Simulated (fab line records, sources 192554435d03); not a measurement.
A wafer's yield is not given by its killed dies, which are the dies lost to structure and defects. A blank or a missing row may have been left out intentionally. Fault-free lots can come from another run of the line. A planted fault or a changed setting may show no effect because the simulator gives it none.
Split-lot study / flow n5Finfet / 7 lots, 21 wafers read, on a route of 1938 steps

== ABOUT THE SPLIT ==
At N5_BEOL_M14_COAT_58 (time 60 s, resist thk 89 nm), the setting spinRpm was moved away from the recipe's 1500 rpm on 4 of the 21 wafers read, by -4.4% to +4.1%. The other wafers ran this setting at the recipe's value.

The file shows no step between the split and the reading.

== THE READING ==
etch.depthNm (the simulator's own value, which no gauge read), in nm, at N5_BEOL_M14_ETCH_59 (etches BARC in N2/H2, target depth 89 nm, overetch 26.7 nm, time 67.9 s). The file gives no usual value for it. Here, 17 wafers ran the recipe; their average is 88.91 nm with a standard deviation of 0.23 nm.

wafer=L081.2; tool, chamber at the split=lithoTrack-03, 0; spinRpm as run, rpm=1500; against the recipe=recipe; etch.depthNm, nm=88.54; against lot-mates on the recipe=-
wafer=L081.4; tool, chamber at the split=lithoTrack-03, 0; spinRpm as run, rpm=1500; against the recipe=recipe; etch.depthNm, nm=88.57; against lot-mates on the recipe=-
wafer=L081.6; tool, chamber at the split=lithoTrack-03, 0; spinRpm as run, rpm=1500; against the recipe=recipe; etch.depthNm, nm=88.56; against lot-mates on the recipe=-
wafer=L082.4; tool, chamber at the split=lithoTrack-03, 0; spinRpm as run, rpm=1500; against the recipe=recipe; etch.depthNm, nm=88.62; against lot-mates on the recipe=-
wafer=L082.5; tool, chamber at the split=lithoTrack-03, 0; spinRpm as run, rpm=1434; against the recipe=-4.4%; etch.depthNm, nm=91.01; against lot-mates on the recipe=+2.39
wafer=L082.6; tool, chamber at the split=lithoTrack-03, 0; spinRpm as run, rpm=1434; against the recipe=-4.4%; etch.depthNm, nm=90.7; against lot-mates on the recipe=+2.08
wafer=L085.2; tool, chamber at the split=lithoTrack-05, 0; spinRpm as run, rpm=1500; against the recipe=recipe; etch.depthNm, nm=89.11; against lot-mates on the recipe=-
wafer=L085.3; tool, chamber at the split=lithoTrack-05, 0; spinRpm as run, rpm=1500; against the recipe=recipe; etch.depthNm, nm=88.97; against lot-mates on the recipe=-
wafer=L085.4; tool, chamber at the split=lithoTrack-05, 0; spinRpm as run, rpm=1500; against the recipe=recipe; etch.depthNm, nm=88.97; against lot-mates on the recipe=-
wafer=L086.1; tool, chamber at the split=lithoTrack-03, 0; spinRpm as run, rpm=1500; against the recipe=recipe; etch.depthNm, nm=88.85; against lot-mates on the recipe=-
wafer=L086.3; tool, chamber at the split=lithoTrack-03, 0; spinRpm as run, rpm=1500; against the recipe=recipe; etch.depthNm, nm=88.95; against lot-mates on the recipe=-
wafer=L086.5; tool, chamber at the split=lithoTrack-03, 0; spinRpm as run, rpm=1500; against the recipe=recipe; etch.depthNm, nm=89.07; against lot-mates on the recipe=-
wafer=L089.4; tool, chamber at the split=lithoTrack-03, 0; spinRpm as run, rpm=1500; against the recipe=recipe; etch.depthNm, nm=89.36; against lot-mates on the recipe=-
wafer=L089.5; tool, chamber at the split=lithoTrack-03, 0; spinRpm as run, rpm=1500; against the recipe=recipe; etch.depthNm, nm=89.12; against lot-mates on the recipe=-
wafer=L089.6; tool, chamber at the split=lithoTrack-03, 0; spinRpm as run, rpm=1500; against the recipe=recipe; etch.depthNm, nm=89.23; against lot-mates on the recipe=-
wafer=L090.2; tool, chamber at the split=lithoTrack-03, 0; spinRpm as run, rpm=1500; against the recipe=recipe; etch.depthNm, nm=88.93; against lot-mates on the recipe=-
wafer=L090.3; tool, chamber at the split=lithoTrack-03, 0; spinRpm as run, rpm=1561; against the recipe=+4.1%; etch.depthNm, nm=87.19; against lot-mates on the recipe=-1.74
wafer=L090.4; tool, chamber at the split=lithoTrack-03, 0; spinRpm as run, rpm=1561; against the recipe=+4.1%; etch.depthNm, nm=87.26; against lot-mates on the recipe=-1.67
wafer=L097.4; tool, chamber at the split=lithoTrack-03, 0; spinRpm as run, rpm=1500; against the recipe=recipe; etch.depthNm, nm=89.02; against lot-mates on the recipe=-
wafer=L097.5; tool, chamber at the split=lithoTrack-03, 0; spinRpm as run, rpm=1500; against the recipe=recipe; etch.depthNm, nm=88.81; against lot-mates on the recipe=-
wafer=L097.6; tool, chamber at the split=lithoTrack-03, 0; spinRpm as run, rpm=1500; against the recipe=recipe; etch.depthNm, nm=88.85; against lot-mates on the recipe=-

FIT RESULTS
A straight line over all 21 wafers: etch.depthNm changes by -0.429 nm for each +1% of spinRpm; r = -0.97; the points scatter about the line by 0.23 nm.
The same after taking each lot's own level away (the mean of its wafers on the recipe; 21 wafers): -0.467 nm for each +1%; r = -0.99; scatter 0.12 nm.
According to that fit, moving spinRpm by its largest amount changes the reading by 2.1 nm.
Across the lots, their own levels run from 88.557 to 89.237 nm, a range of 2.9 times the standard deviation given above.
Consequently the slope shifts little with the lot-to-lot level, the two slopes agreeing.
Check: +1.95 nm against its lot-mates is what the line predicts for one of the wafers moved furthest among these (-4.4%) when that wafer is left out of the fit. It came out at +2.39 nm against them.

== FURTHER SPLITS ON THESE WAFERS ==
These wafers also went through other splits before the reading. Each is held against what the fit with the lots' levels taken away leaves over:
other split on the same wafers=N5_BEOL_M10_COAT_60 spinRpm; wafers away from the commonest value=7; r with etch.depthNm (lot level and that fit taken away)=-0.21
other split on the same wafers=N5_BEOL_M13_ILD_DEP_00 timeS; wafers away from the commonest value=10; r with etch.depthNm (lot level and that fit taken away)=-0.42
other split on the same wafers=N5_BEOL_M13_COAT_58 spinRpm; wafers away from the commonest value=4; r with etch.depthNm (lot level and that fit taken away)=+0.06

== THE WHOLE CHAIN: every reading that the file lists as answering this split, in the file's order ==
step=N5_BEOL_M14_COAT_58; what it does=time 60 s, resist thk 89 nm; reading=BARC_of_BEOL_M14_COAT_58.thkNm (the simulator's own value, which no gauge read); change (the file's fit)=-0.486 nm for each +1% of the setting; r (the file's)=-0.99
step=N5_BEOL_M14_ETCH_59; what it does=etches BARC in N2/H2, target depth 89 nm, overetch 26.7 nm, time 67.9 s; reading=etch.depthNm (the simulator's own value, which no gauge read); change (the file's fit)=-0.467 nm for each +1% of the setting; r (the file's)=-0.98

== FILE'S OWN FIT ==
etch.depthNm changes by -0.467 nm for each +1% of spinRpm, r = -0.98.
